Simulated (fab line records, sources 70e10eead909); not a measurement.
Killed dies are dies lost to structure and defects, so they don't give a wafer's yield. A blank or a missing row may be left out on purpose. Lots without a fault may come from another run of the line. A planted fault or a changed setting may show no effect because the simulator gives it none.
fab line records | flow nand_harc
record lots=6 wafers=14 last_day=24
route steps=1159 shown P_START@1 P_ZERO_WELL@2 P_STI@69 END@1159
lots that met no fault: from a run of the same line without faults
start_h: hours from the record's first day to the start of the lot's first wafer shown | wait_h: hours since the lot's step before | " the same as in the row above | L1.1+2: a row that stands for several wafers | - no value, or no start given | * or withheld: withheld | < > ~ a bound
route shown NAME@n: a module of which the file shows steps, and the number in the route of the first | usual: mean/standard deviation of fault-free wafers | same: alike in all rows | chamber/n: place in a boat | sites: the reading at each site | _std_site: their standard deviation | _edge_site: outer sites' mean less inner sites' | radius_mm: how far each site lies from the wafer's centre | mask NAME#n: copy n | behind: the tool/chamber that last shaped the wafer | hold: why the lot was held/for how many hours/how that ended | device: the transistor (n, p or np) that didn't switch | end of line: the same wafers' tests at the end of the route | a step without rows: its recipe alone | killed: dies lost to structure and defects at the first sort, not the wafer's yield | map: a wafer's dies, x killed, . not, _ none there
set.NAME: the setting as run; set.NAME@STEP: as run at that earlier step | model.NAME: the simulator's own value behind a step, which no gauge read
lots at some steps of the route; a table a step, a row a wafer
services: from which hour (start_h, from the record's first day; less than 0 if before it) a tool's chamber was out of use, for how many hours, and why
## steps
# step NHARC_P_START_INSPECT_01
# usual raw_defect_count=3.6/2.3
# columns lot.wafer tool chamber start_h wait_h raw_defect_count
L243.1 defect_inspect-01 - 18.04 - 5
L243.5 " - " " 4
L243.6 " - " " 4
L246.1 defect_inspect-01 - 36.04 - 7
L246.2 " - " " 1
L246.4 " - " " 2
L258.2 defect_inspect-01 - 108.04 - 3
L259.2 defect_inspect-01 - 114.04 - 0
L262.2 defect_inspect-02 - 132.04 - 3
L262.4 " - " " 1
L262.6 " - " " 3
L265.1 defect_inspect-02 - 150.03 - 7
L265.3 " - " " 8
L265.6 " - " " 6
# step NHARC_P_ZERO_WELL_PRECLEAN_00
# recipe time_s=600 temp_c=120 chemistry=SPM
# step NHARC_P_ZERO_WELL_SRD_01
# step NHARC_P_ZERO_WELL_PECVD_02
# recipe target_thk_a=100 temp_c=400 pressure_torr=6.5 rf_w=withheld teos_flow_sccm=withheld flow_sccm=2650 target_thk_nm=10 gas=O2 material=SiO2
# usual susceptor_temp_C=399.98/0.23
# columns lot.wafer tool chamber start_h wait_h susceptor_temp_C
L243.1 pecvd-03 2 18.48 - 400.23
L243.6 " 1 " " 399.98
L243.5 " 2 " " 400.03
L246.1 pecvd-01 1 36.48 - 400.00
L246.2 " 2 " " 399.99
L246.4 " 0 " " 399.52
L258.2 pecvd-01 1 108.52 - 399.95
L259.2 pecvd-01 1 114.61 - 399.80
L262.2 pecvd-03 0 132.44 - 400.20
L262.4 " 0 " " 399.98
L262.6 " 2 " " 399.70
L265.1 pecvd-02 0 150.45 - 399.77
L265.3 " 1 " " 400.27
L265.6 " 0 " " 399.64
# step NHARC_P_ZERO_WELL_DEHYDRATE_03
# recipe temp_c=150 time_s=120
# step NHARC_P_ZERO_WELL_HMDS_04
# recipe time_s=30
# step NHARC_P_ZERO_WELL_COAT_64
# recipe temp_c=200 time_s=65
# step NHARC_P_ZERO_WELL_COAT_05
# recipe spin_rpm=2000 resist_thk_nm=600
# step NHARC_P_ZERO_WELL_SOFTBAKE_06
# recipe temp_c=125 time_s=70
# step NHARC_P_ZERO_WELL_EBR_07
# step NHARC_P_ZERO_WELL_EXPOSE_08
# recipe na=0.55 target_cd_nm=500 dose_mj=33.8 mask_id=P_ZERO
# step NHARC_P_ZERO_WELL_PEB_09
# recipe peb_temp_c=128 peb_time_s=80
# step NHARC_P_ZERO_WELL_DEVELOP_10
# recipe time_s=50 dev_temp_c=22
# step NHARC_P_ZERO_WELL_CD_MEAS_11
# recipe target_cd_nm=500 landing_energy_ev=500
# usual cd_nm=499.1/2.6
# columns lot.wafer tool chamber start_h wait_h cd_nm
L243.1 cd_sem-02 0 19.10 - 497.5
L243.5 " 0 " " 498.3
L243.6 " 0 " " 497.2
L246.1 cd_sem-02 0 37.25 - 499.9
L246.2 " 0 " " 500.4
L246.4 " 0 " " 500.9
L258.2 cd_sem-01 0 109.24 - 501.2
L259.2 cd_sem-01 0 115.24 - 498.2
L262.2 cd_sem-03 0 133.24 - 500.1
L262.4 " 0 " " 499.6
L262.6 " 0 " " 498.6
L265.1 cd_sem-03 0 151.24 - 502.1
L265.3 " 0 " " 502.2
L265.6 " 0 " " 502.8
# step NHARC_P_ZERO_WELL_HARDBAKE_12
# recipe temp_c=118 time_s=65
# step NHARC_P_ZERO_WELL_DESCUM_13
# recipe time_s=3 o2_flow_sccm=200 ar_flow_sccm=0 bias_power_w=0 chemistry=O2
# usual drypump_motor_current_A=5.5/0.39 oes_product_au=1.003/0.016 rf_vpp_V=57.8/0.84 showerhead_plenum_p_Torr=1.95/0.081 throttle_valve_pct=11.312/0.0082
# same time_s=3
# columns lot.wafer tool chamber start_h wait_h drypump_motor_current_A oes_product_au rf_hours_counter_h rf_vpp_V showerhead_plenum_p_Torr throttle_valve_pct
L243.1 rie_diel-05 3 19.27 - 6.2 1.022 1.1 57.7 2.03 11.311
L243.6 " 3 " " 6.2 1.005 - 57.6 2.03 11.315
L243.5 " 0 " " 5.6 1.008 - 58.5 2.07 11.314
L246.1 rie_diel-10 2 37.40 - 4.9 0.993 2.3 57.8 2.07 11.311
L246.4 " 3 " " 5.4 1.017 2.2 57.6 1.86 11.309
L246.2 " 1 " " 5.4 0.987 1.4 59.1 1.89 11.306
L258.2 rie_diel-10 1 109.40 - 5.4 0.996 6.6 58.4 1.88 11.320
L259.2 rie_diel-05 2 115.39 - 5.5 0.996 7.5 57.9 2.00 11.314
L262.4 rie_diel-12 3 133.39 - 5.6 0.980 6.1 56.6 1.86 11.303
L262.2 " 0 " " 5.1 1.004 7.3 56.6 2.04 11.311
L262.6 " 0 " " 5.1 1.003 - 58.1 2.04 11.324
L265.1 rie_diel-10 2 151.41 - 4.9 1.007 9.9 59.3 2.07 11.327
L265.3 " 3 " " 5.3 1.011 8.6 58.4 1.86 11.318
L265.6 " 1 " " 5.4 1.000 - 56.6 1.88 11.306
# step NHARC_P_ZERO_WELL_ETCH_65
# recipe target_depth_a=800 overetch_a=240 time_s=87.88 ion_energy_ev=200 n2_flow_sccm=150 h2_flow_sccm=150 ar_flow_sccm=0 rf_w=400 bias_w=150 chemistry=N2/H2
# usual drypump_motor_current_A=5.5/0.39 oes_product_au=1.003/0.016 rf_vpp_V=431.6/2.5 showerhead_plenum_p_Torr=2.08/0.087 throttle_valve_pct=14.171/0.0093
# same time_s=87.88
# columns lot.wafer tool chamber start_h wait_h drypump_motor_current_A oes_product_au rf_hours_counter_h rf_vpp_V showerhead_plenum_p_Torr throttle_valve_pct
L243.1 rie_diel-05 0 19.39 0.1 5.6 1.011 1.3 437.0 2.21 14.175
L243.6 " 1 " " 5.4 1.018 - 431.5 2.04 14.186
L243.5 " 3 " " 6.2 1.013 - 434.5 2.17 14.182
L246.1 rie_diel-10 1 37.49 0.1 5.4 0.995 1.4 429.3 2.01 14.169
L246.2 " 3 " " 5.3 1.022 2.2 430.2 1.98 14.164
L246.4 " 0 " " 5.6 0.990 1.7 428.7 2.04 14.162
L258.2 rie_diel-10 0 109.50 0.1 5.6 1.003 5.6 431.3 2.04 14.170
L259.2 rie_diel-05 0 115.50 0.1 5.7 0.997 9.0 435.2 2.21 14.170
L262.4 rie_diel-12 1 133.48 0.1 6.2 1.018 5.3 430.6 2.05 14.173
L262.2 " 2 " " 5.1 1.004 6.0 428.6 1.99 14.163
L262.6 " 1 " " 6.2 1.013 - 430.2 2.05 14.168
L265.3 rie_diel-10 3 151.50 0.1 5.3 1.003 8.6 428.7 1.98 14.191
L265.1 " 0 " " 5.6 1.009 7.6 431.0 2.04 14.169
L265.6 " 1 " " 5.4 1.002 - 427.5 2.01 14.179
# step NHARC_P_ZERO_WELL_ETCH_62
# recipe target_depth_a=130 time_s=6.5 chf3_flow_sccm=50 ar_flow_sccm=200 rf_w=500 bias_w=200 chemistry=CHF3/Ar
# usual drypump_motor_current_A=5.5/0.4 oes_product_au=0.966/0.018 rf_vpp_V=371.6/2.2 showerhead_plenum_p_Torr=2.39/0.095 throttle_valve_pct=20.216/0.0094
# same time_s=6.5
# columns lot.wafer tool chamber start_h wait_h drypump_motor_current_A oes_product_au rf_hours_counter_h rf_vpp_V showerhead_plenum_p_Torr throttle_valve_pct
L243.1 rie_diel-05 0 - - 5.6 0.969 1.3 375.1 2.53 20.205
L243.6 " 3 " " 6.2 0.970 - 372.9 2.48 20.229
L243.5 " 1 " " 5.3 0.971 - 370.7 2.35 20.217
L246.4 rie_diel-10 2 - - 4.9 0.944 2.3 373.3 2.53 20.216
L246.2 " 0 " " 5.6 0.955 1.7 370.8 2.34 20.207
L246.1 " 1 " " 5.4 0.963 1.5 369.2 2.31 20.198
L258.2 rie_diel-10 1 - - 5.4 0.936 6.6 368.8 2.31 20.214
L259.2 rie_diel-05 1 - - 5.3 0.993 9.4 371.0 2.35 20.217
L262.2 rie_diel-12 2 - - 5.1 0.956 6.0 369.1 2.29 20.220
L262.4 " 3 " " 5.6 0.943 6.2 370.5 2.28 20.227
L262.6 " 2 " " 5.1 0.965 - 369.3 2.29 20.208
L265.3 rie_diel-10 1 - - 5.4 0.960 8.7 370.1 2.31 20.212
L265.1 " 2 " " 4.9 0.974 10.0 374.9 2.52 20.216
L265.6 " 2 " " 4.9 0.973 - 374.7 2.52 20.229
# step NHARC_P_ZERO_WELL_ETCH_63
# recipe target_depth_a=1200 time_s=40.1 hbr_flow_sccm=150 cl2_flow_sccm=50 rf_w=400 icp_w=400 bias_w=100 chemistry=HBr/Cl2
# usual drypump_motor_current_A=5.7/0.58 oes_product_au=1.001/0.0099 throttle_valve_pct=26.405/0.0091
# same time_s=40.1
# columns lot.wafer tool chamber start_h wait_h drypump_motor_current_A oes_product_au rf_hours_counter_h throttle_valve_pct
L243.1 rie_si-04 3 19.60 - 6.6 1.000 0.8 26.403
L243.5 " 0 " " 6.1 0.985 - 26.392
L243.6 " 1 " " 4.9 0.996 - 26.412
L246.1 rie_si-04 2 37.66 - 5.3 1.005 0.8 26.414
L246.2 " 3 " " 6.6 1.004 0.9 26.406
L246.4 " 0 " " 6.1 1.008 0.9 26.394
L258.2 rie_si-04 0 109.66 - 6.1 1.006 0.0 26.398
L259.2 rie_si-04 0 115.69 - 6.1 1.009 0.1 26.409
L262.4 rie_si-02 1 133.67 - 5.4 1.004 0.8 26.407
L262.2 " 2 " " 5.4 1.019 0.9 26.406
L262.6 " 1 " " 5.4 1.000 - 26.407
L265.1 rie_si-03 2 151.69 - 5.2 0.998 1.5 26.398
L265.3 " 3 " " 5.2 0.989 1.2 26.404
L265.6 " 0 " " 6.5 0.992 - 26.408
# step NHARC_P_ZERO_WELL_STRIP_15
# recipe time_s=900 temp_c=130 chemistry=SPM
# step NHARC_P_ZERO_WELL_DEHYDRATE_16
# recipe temp_c=150 time_s=120
# step NHARC_P_ZERO_WELL_HMDS_17
# recipe time_s=30
# step NHARC_P_ZERO_WELL_COAT_18
# recipe spin_rpm=withheld
# step NHARC_P_ZERO_WELL_SOFTBAKE_19
# recipe temp_c=122 time_s=95
# step NHARC_P_ZERO_WELL_EBR_20
# step NHARC_P_ZERO_WELL_EXPOSE_21
# recipe na=0.6 target_cd_nm=720 dose_mj=22.31 mask_id=P_NWELL
# step NHARC_P_ZERO_WELL_PEB_22
# recipe peb_temp_c=118 peb_time_s=85
# step NHARC_P_ZERO_WELL_DEVELOP_23
# recipe time_s=70
# step NHARC_P_ZERO_WELL_CD_MEAS_24
# recipe target_cd_nm=720 landing_energy_ev=500
# usual cd_nm=720.5/2.3
# columns lot.wafer tool chamber start_h wait_h cd_nm
L243.1 cd_sem-03 0 20.50 - 723.3
L243.5 " 0 " " 720.5
L243.6 " 0 " " 722.6
L246.1 cd_sem-02 0 38.46 - 722.8
L246.2 " 0 " " 721.4
L246.4 " 0 " " 719.6
L258.2 cd_sem-03 0 110.60 - 716.8
L259.2 cd_sem-02 0 116.59 - 724.2
L262.2 cd_sem-03 0 134.61 - 721.2
L262.4 " 0 " " 723.2
L262.6 " 0 " " 720.3
L265.1 cd_sem-02 0 152.47 - 720.1
L265.3 " 0 " " 722.3
L265.6 " 0 " " 718.3
# step NHARC_P_ZERO_WELL_HARDBAKE_25
# recipe temp_c=125 time_s=80
# step NHARC_P_ZERO_WELL_DESCUM_26
# recipe time_s=3 o2_flow_sccm=200 ar_flow_sccm=0 bias_power_w=0 chemistry=O2
# usual drypump_motor_current_A=5.6/0.37 oes_product_au=1.004/0.014 rf_vpp_V=58.1/0.91 showerhead_plenum_p_Torr=1.97/0.075 throttle_valve_pct=11.311/0.0091
# same time_s=3
# columns lot.wafer tool chamber start_h wait_h drypump_motor_current_A oes_product_au rf_hours_counter_h rf_vpp_V showerhead_plenum_p_Torr throttle_valve_pct
L243.1 rie_diel-05 0 20.66 - 5.7 1.011 1.3 56.7 2.07 11.320
L243.5 " 0 " " 5.7 1.005 - 59.1 2.07 11.310
L243.6 " 3 " " 6.2 1.002 - 57.8 2.03 11.333
L246.4 rie_diel-05 1 38.62 - 5.3 1.019 2.2 58.4 1.92 11.323
L246.2 " 2 " " 5.5 1.013 1.0 59.1 2.00 11.316
L246.1 " 3 " " 6.2 1.020 2.2 58.1 2.03 11.312
L258.2 rie_diel-10 1 110.78 - 5.4 0.994 6.6 57.1 1.89 11.312
L259.2 rie_diel-05 2 116.78 - 5.5 0.997 7.5 57.8 2.00 11.312
L262.2 rie_diel-10 2 134.78 - 5.0 0.985 8.5 58.5 2.07 11.319
L262.4 " 3 " " 5.3 1.015 7.5 58.1 1.86 11.320
L262.6 " 2 " " 4.9 0.985 - 58.2 2.07 11.306
L265.3 rie_diel-12 1 152.64 - 6.2 1.021 6.8 57.4 1.92 11.298
L265.1 " 3 " " 5.6 0.979 7.9 57.5 1.86 11.309
L265.6 " 1 " " 6.2 1.007 - 57.1 1.92 11.313
# step NHARC_P_ZERO_WELL_IMPLANT_27
# recipe energy_kev=600 dose_cm2=1e+13 tilt_deg=7
# step NHARC_P_ZERO_WELL_IMPLANT_57
# recipe energy_kev=250 dose_cm2=4e+12 tilt_deg=7
# step NHARC_P_ZERO_WELL_INSPECT_43
# usual raw_defect_count=14/7.8
# columns lot.wafer tool chamber start_h wait_h hold raw_defect_count
L243.1 defect_inspect-01 - 25.48 0.6 - 13
L243.5 " - " " - 23
L243.6 " - " " - 34
L246.1 defect_inspect-02 - 43.54 0.6 - 6
L246.2 " - " " - 11
L246.4 " - " " - 11
L258.2 defect_inspect-02 - 115.74 0.5 await_dispo/0.2h/release 310
L258.2 defect_inspect-02 - 115.91 0.2 - 316
L259.2 defect_inspect-01 - 121.57 0.5 await_dispo/0.2h/release 335
L259.2 defect_inspect-01 - 121.75 0.2 - 327
L262.2 defect_inspect-01 - 139.59 0.5 - 10
L262.4 " - " " - 8
L262.6 " - " " - 4
L265.1 defect_inspect-02 - 157.31 0.6 - 21
L265.3 " - " " - 25
L265.6 " - " " - 13
# step NHARC_P_STI_ETCH_26
# recipe target_depth_a=110 chemistry=dHF material=SiO2
# columns lot.wafer tool chamber start_h wait_h hold
L243.6+5+1 wet_bench-07 1,2,4 25.55 0.1 -
L246.1+2+4 wet_bench-02 5,1,2 43.59 0.1 -
L258.2 wet_bench-07 1 117.38 1.5 await_dispo/1.4h/release
L259.2 wet_bench-07 6 125.45 3.7 await_dispo/3.6h/release
L262.2+4+6 wet_bench-02 3,5,6 139.64 0.1 -
L265.6+1+3 wet_bench-02 2,4,6 157.38 0.1 -
# step NHARC_END_SORT_01
# recipe temp_c=25
# usual killed_at_array=27/9.9 killed_at_other=0.5/0.76 killed_at_periphery=3.4/2.2 killed_dies=31/10 killed_open=3.3/2 killed_short=2.0/1.5
# same gross_dies=677
# columns lot.wafer tool chamber start_h wait_h killed_at_array killed_at_other killed_at_periphery killed_dies killed_open killed_short
L246.2 prober-01 0 468.01 2.8 27 0 3 30 0 4
L246.4 prober-01 0 469.61 3.4 23 0 4 27 7 3
L259.2 prober-01 0 542.27 2.8 32 0 78 110 3 2
L262.2 prober-01 0 551.07 2.8 16 1 3 20 2 0
L262.4 prober-01 0 552.69 3.4 20 0 4 24 3 4
L262.6 prober-01 0 554.30 4.0 23 2 2 27 4 1
L258.2 prober-01 0 568.35 2.8 32 0 79 111 1 2
# killed by level:class
L246.2 A_SLIT:chamber_film_flake=10 A_CONTACT:chamber_film_flake=5 A_CHANNEL_FILL_D1:chamber_film_flake=3 A_ONON_D1:geometric_particle:short=2 P_GATE:chamber_film_flake=2 A_WL_FILL:chamber_film_flake=2 A_CHANNEL_FILL_D1:geometric_particle:short=1 A_CONTACT:geometric_particle:short=1
L246.4 A_SLIT:chamber_film_flake=7 A_STAIRCASE:chamber_film_flake=5 P_M0:geometric_particle:open=3 A_BLC:chamber_film_flake=2 A_ONON_D1:geometric_particle:short=1 A_ONON_D1:geometric_particle:open=1 A_SGD_CUT:geometric_particle:open=1 A_WL_FILL:geometric_particle:short=1
L259.2 P_ZERO_WELL:unspecified=76 A_CHANNEL_HOLE_D1:chamber_film_flake=24 A_STAIRCASE:chamber_film_flake=2 P_GATE:geometric_particle:open=1 A_CHANNEL_FILL_D1:geometric_particle:short=1 A_WL_FILL:geometric_particle:short=1 A_WL_FILL:geometric_particle:open=1 A_CONTACT:geometric_particle:open=1
L262.2 A_CHANNEL_HOLE_D1:chamber_film_flake=7 A_CONTACT:chamber_film_flake=6 A_STAIRCASE:chamber_film_flake=2 P_GATE:geometric_particle:open=1 P_M0:geometric_particle:open=1 P_GATE:chamber_film_flake=1 A_M1:chamber_film_flake=1 THIN_TSV:chamber_film_flake=1
L262.4 A_CHANNEL_HOLE_D1:chamber_film_flake=8 A_CONTACT:chamber_film_flake=5 A_ONON_D1:geometric_particle:short=2 P_CONTACT:geometric_particle:open=1 P_M2:geometric_particle:short=1 A_WL_FILL:geometric_particle:open=1 A_CONTACT:geometric_particle:short=1 A_BLC:geometric_particle:open=1
L262.6 A_CONTACT:chamber_film_flake=8 A_CHANNEL_HOLE_D1:chamber_film_flake=4 A_STAIRCASE:chamber_film_flake=4 A_CHANNEL_FILL_D1:geometric_particle:open=2 A_M1:chamber_film_flake=2 THIN_TSV:chamber_film_flake=2 P_STI:geometric_particle:short=1 A_WL_FILL:geometric_particle:open=1
L258.2 P_ZERO_WELL:unspecified=72 A_CHANNEL_HOLE_D1:chamber_film_flake=26 P_M0:chamber_film_flake=3 A_CONTACT:chamber_film_flake=3 P_BONDPAD:chamber_film_flake=2 P_M1:geometric_particle:short=1 A_CHANNEL_FILL_D1:geometric_particle:short=1 A_M1:geometric_particle:open=1
# map L258.2 (x killed, . not)
____________.____________
_________..x...._________
_______..x........_______
______x.x..........______
_____..xx..........._____
____x.xxxx...........____
____.xxxxx...........____
___..x.xxx............___
___.x.................___
__....xx...............__
__....xx...............__
_......x................_
_............x.........._
_.............x.x......x_
_.........x.xx.x........_
_.......x.x..xxxx......._
...........xxxxxx....xx..
..........xxxxxxx.x......
...........xxxxxx.x......
..........xxxxxxxx.......
........x.xxxxxxxx.......
_..........xxxxxxx......_
_.x.......xxxxxxx......._
_.....x....xxxxxx......._
_...........x.x.xx.....x_
_.......x..............._
__.....................__
__................x....__
___...................___
___...................___
____.................____
____................x____
_____..............._____
______...........x.______
_______..........._______
_________......._________
____________.____________
# map L259.2 (x killed, . not)
____________.____________
_________..x...._________
_______.x........._______
______xxxxx........______
_____.x.xxx........._____
____...x.x...........____
____.x.xx............____
___...x.xx............___
___..x..xxx...........___
__.....x...............__
__...........x.........__
_......................._
_....x...x.x............_
_.............x........._
_..........xxxx........._
_...........xxxxxx......_
............xxxxxx.......
..........xxxxxxxx.......
...........xxxxxxx.......
..........xxxxxxxx.x.....
...........xxxxxxxx....x.
_.........xxxxxxxx......_
_..........xxxxxxx......_
_.........xxxx.xxx......_
_............xxx........_
_...........xx.........._
__.....................__
__...x......x..........__
___..........x........___
___...................___
____.................____
____.................____
_____..........x...._____
______.............______
_______...x......._______
_________......._________
____________.____________
## services
# columns tool chamber start_h hours kind
rie_diel-10 - -0.43 9.0 pm
rie_diel-10 0 -0.43 9.0 vent_cycle
rie_diel-10 1 -0.43 9.0 vent_cycle
rie_diel-10 2 -0.43 9.0 vent_cycle
wet_bench-02 - 4.00 8.0 pm
rie_diel-10 1 9.52 7.0 repair
rie_diel-12 1 11.58 5.0 repair
rie_diel-05 2 16.14 9.9 repair
rie_diel-10 - 19.28 1.9 repair
rie_diel-12 - 25.40 9.0 pm
rie_si-02 - 34.00 9.0 pm
rie_diel-12 1 44.42 6.2 repair
pecvd-01 - 56.00 13.0 pm
rie_si-02 2 61.72 1.1 repair
rie_diel-12 3 78.62 32.4 repair
rie_diel-05 - 84.89 0.3 repair
pecvd-02 1 89.81 21.8 repair
wet_bench-07 - 96.02 8.0 pm
rie_si-04 - 99.00 9.0 pm
rie_si-02 2 110.12 4.0 repair
pecvd-03 - 111.34 13.0 pm
rie_diel-10 - 127.63 2.0 repair
pecvd-02 - 153.06 13.0 pm
rie_si-03 - 155.00 9.0 pm
## key
first_sign step=NHARC_P_ZERO_WELL_INSPECT_43 reading=raw_defect_count direction=up sigmas=39 usual=14 struck=322
effect step=NHARC_P_ZERO_WELL_INSPECT_43 reading=hold direction=added
effect step=NHARC_END_SORT_01 reading=killed_at_periphery direction=up sigmas=34 usual=3.4 struck=78.5
more_kills_born_at NHARC_P_ZERO_WELL_PECVD_02@pecvd-01=148
met_at NHARC_P_ZERO_WELL_PECVD_02
struck_wafers L258.2,L259.2
tester_left_out L258,L259
onset_between 36.48 108.52
also_fits NHARC_P_ZERO_WELL_ETCH_63:rie_si-04
fault kind=chamber_particle_source tool=pecvd-01 chamber=1 onset_h=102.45 steps=NHARC_P_ZERO_WELL_PECVD_02 rate_per_visit_cm2=0.45752 end_h=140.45
# tester_left_out: of these lots the tester's yield and bins aren't shown, on N5 and GAA mostly nor the transistor test; their killed dies are dies lost to structure and defects alone, not to doping, threshold or leakage, so they don't give the yield
